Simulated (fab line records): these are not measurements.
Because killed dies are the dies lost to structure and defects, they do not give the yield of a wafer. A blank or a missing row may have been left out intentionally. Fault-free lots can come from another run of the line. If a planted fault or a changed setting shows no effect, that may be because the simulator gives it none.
Chamber matching | flow nand-harc | NHARC_A_SGD_CUT_ETCHBACK_24 on rie-diel-05 has 4 sister chambers
The step etches the open film in CH3F/O2, target depth 50 nm, time 92.857 s. 4 wafers are shown with their chamber, then 10 later ones without.

WAFERS, EACH WITH ITS CHAMBER
wafer  | chamber | drypump-motor-current-A (A)
L087.4 | 2       | 5.1
L087.5 | 3       | 5.1
L092.2 | 1       | 6.2
L092.5 | 0       | 5.1

WAFERS WITH NO CHAMBER GIVEN
wafer  | drypump-motor-current-A (A)
L092.6 | 6.2
L097.3 | 5.2
L097.4 | 5.1
L097.6 | 5.1
L093.1 | 5.1
L093.2 | 5.2
L093.5 | 6.2
L095.1 | 5.2
L095.2 | 5.1
L095.6 | 6.2

WHICH CHAMBER EACH ONE RAN IN
wafer  | from the rows above          | in truth
L092.6 | 1                            | 1
L097.3 | can't be placed: 0 or 2 or 3 | 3
L097.4 | can't be placed: 0 or 2 or 3 | 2
L097.6 | can't be placed: 0 or 2 or 3 | 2
L093.1 | can't be placed: 0 or 2 or 3 | 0
L093.2 | can't be placed: 0 or 2 or 3 | 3
L093.5 | 1                            | 1
L095.1 | can't be placed: 0 or 2 or 3 | 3
L095.2 | can't be placed: 0 or 2 or 3 | 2
L095.6 | 1                            | 1
Correct placement for 3 of the 10. These rows do not allow placing 7 (true chamber among the candidates in 7). 0 placed wrongly.
How it was worked out, from the rows above alone: a wafer's distance from a chamber is the root of the sum, over the readings, of the square of ((its reading less the chamber's mean) divided by the reading's scatter). The wafer belongs to the nearest chamber; if the next one is less than 2 further off, it can't be placed. A chamber's mean is the mean of its shown wafers. The scatter (one wafer shown for each chamber): square how far every hidden wafer sits from the nearest shown wafer, average those squares and take the square root.
